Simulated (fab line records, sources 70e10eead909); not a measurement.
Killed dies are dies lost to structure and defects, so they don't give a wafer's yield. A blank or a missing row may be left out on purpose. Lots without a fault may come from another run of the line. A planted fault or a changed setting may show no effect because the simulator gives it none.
A struck lot beside a sound one | flow nand_harc | 22 steps out of a route of 1159
Sound: wafers L859.3, L859.5, L859.6. Struck: wafers L853.1, L853.4, L853.5. The cause comes at the end.
At each step with rows: each side's tool, then ch and its chambers, then its first start. Under that, the readings that differ: sound wafers | struck wafers | difference of the means | sigmas: that difference in standard deviations of wafers without a fault.
alike: readings whose means differ by less than 2 such deviations, and words and numbers that are the same on both sides. not compared: withheld readings, readings that some wafer has no value for, bounds like >300 that may hide the same value, and numbers for which the record gives no deviation and whose values overlap.
The two part at a step that has a row with sigmas, a row that says differs or no value, or rows on one side only. Numbers that don't overlap but have no deviation are shown without sigmas and don't part them. A reading that every wafer of one side lacks parts them only if that side has two wafers or more.

NHARC_A_CONTACT_CMP_20: polishes, t overpolish 30 s, target thk 300 nm.
  sound on cmp-04 ch 0,1,2, day 20 21:21; struck on cmp-04 ch 0,2, day 19 21:09
  alike: motor_current_A, overpolish_run_s, time_to_endpoint_s
then, 1 step without rows for these wafers: NHARC_A_CONTACT_SRD_22.
NHARC_A_CONTACT_INSPECT_23:
  sound on defect_inspect-01, day 20 21:41; struck on defect_inspect-02, day 19 21:34
  alike: raw_defect_count
then, 8 steps without rows for these wafers: NHARC_A_BLC_DEHYDRATE_00 (time 120 s); NHARC_A_BLC_HMDS_01 (time 30 s); NHARC_A_BLC_COAT_02 (time 75 s); NHARC_A_BLC_COAT_03 (time 65 s); NHARC_A_BLC_COAT_04 (resist thk 90 nm); NHARC_A_BLC_SOFTBAKE_05 (time 55 s); NHARC_A_BLC_EBR_06; NHARC_A_BLC_EXPOSE_07 (exposes mask A BLC, target cd 100 nm).
NHARC_A_BLC_PEB_08: peb time 65 s.
  sound on litho_track-06 ch 0, day 20 22:07; struck on litho_track-04 ch 0, day 19 21:59
  reading                  | sound              | struck            | difference | sigmas
  heater_power_total_W (W) | 157.2 156.2 157.1  | 154.1 155.0 155.2 | -2.1       | -5
  plate_temp_C (C)         | 99.96 99.90 100.16 | 99.19 99.03 99.00 | -0.93      | -7
  alike: exhaust_pa, resist_line_temp_C
then, 1 step without rows for these wafers: NHARC_A_BLC_DEVELOP_09 (develop time 35 s).
NHARC_A_BLC_CD_MEAS_10: target cd 100 nm.
  sound on cd_sem-03 ch 0, day 20 22:12; struck on cd_sem-03 ch 0, day 19 22:04
  reading    | sound            | struck         | difference | sigmas
  cd_nm (nm) | 100.0 99.2 100.4 | 97.0 96.9 96.6 | -3.0       | -6
NHARC_A_BLC_OVL_MEAS_11:
  sound on overlay-01, day 20 22:17; struck on overlay-02, day 19 22:10
  reading           | sound         | struck         | difference | sigmas
  overlay_x_nm (nm) | -0.5 -0.8 0.0 | -3.1 -2.0 -2.8 | -2.2       | -2
  alike: overlay_y_nm
NHARC_A_BLC_INSPECT_12:
  sound on defect_inspect-02, day 20 22:19; struck on defect_inspect-02, day 19 22:11
  alike: raw_defect_count
NHARC_A_BLC_DESCUM_15: chemistry O2, time 3 s.
  sound on rie_diel-13 ch 1,2, day 20 22:23; struck on rie_diel-06 ch 0,2, day 19 22:16
  reading                | sound             | struck            | difference | sigmas
  model.A_BLC.cd_nm (nm) | 99.79 99.78 100.3 | 96.95 97.06 96.75 | -3.04      |
  alike: drypump_motor_current_A, oes_product_au, rf_vpp_V, showerhead_plenum_p_Torr, throttle_valve_pct
  not compared: rf_hours_counter_h
NHARC_A_BLC_ETCH_16: etches the open film in CF4, target depth 39 nm, time 65 s.
  sound on rie_diel-13 ch 0,1,2, day 20 22:30; struck on rie_diel-06 ch 1,2,3, day 19 22:20
  alike: drypump_motor_current_A, oes_product_au, rf_fwd_power_W, rf_vpp_V, showerhead_plenum_p_Torr, throttle_valve_pct
  not compared: rf_hours_counter_h
NHARC_A_BLC_ETCH_17: etches the open film in N2/H2, target depth 390 nm, time 609.38 s.
  sound on rie_diel-13 ch 0,2; struck on rie_diel-06 ch 0,1
  alike: drypump_motor_current_A, h2_flow_sccm, oes_product_au, rf_fwd_power_W, rf_vpp_V, showerhead_plenum_p_Torr, throttle_valve_pct
  not compared: rf_hours_counter_h
NHARC_A_BLC_ETCH_18: etches the open film in C4F8/O2/Ar, target depth 910 nm.
  sound on rie_diel-13 ch 1,2; struck on rie_diel-06 ch 2,3
  reading                | sound             | struck           | difference | sigmas
  model.A_BLC.cd_nm (nm) | 98.28 98.34 98.48 | 97.22 96.5 96.34 | -1.68      |
  alike: oes_product_au, rf_fwd_power_W, rf_vpp_V
  not compared: rf_hours_counter_h
NHARC_A_BLC_CD_MEAS_19:
  sound on cd_sem-03, day 20 23:32; struck on cd_sem-02, day 19 23:13
  alike: cd_nm
-- the record jumps here: 2 days lie between the struck wafers' starts before and after (it left off in module A_BLC and takes up again in module END, whose first step shown is number 1159 of the route) --
NHARC_END_SORT_01:
  sound on prober-01 ch 0, day 23 04:48; struck on prober-02 ch 0, day 22 04:31
  alike: killed_at_array, killed_at_other, killed_at_periphery, killed_dies, killed_open, killed_short

WHERE THEY PART
First at NHARC_A_BLC_PEB_08; last, within this record, at NHARC_A_BLC_OVL_MEAS_11. Later steps at which nothing parts them and some readings are alike: NHARC_A_BLC_INSPECT_12, NHARC_A_BLC_DESCUM_15, NHARC_A_BLC_ETCH_16, NHARC_A_BLC_ETCH_17, NHARC_A_BLC_ETCH_18, NHARC_A_BLC_CD_MEAS_19, NHARC_END_SORT_01.

WHY: what the simulator had put in
Process parameter drift: litho_track-04, from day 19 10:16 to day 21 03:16, at NHARC_A_BLC_PEB_08. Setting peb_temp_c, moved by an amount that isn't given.
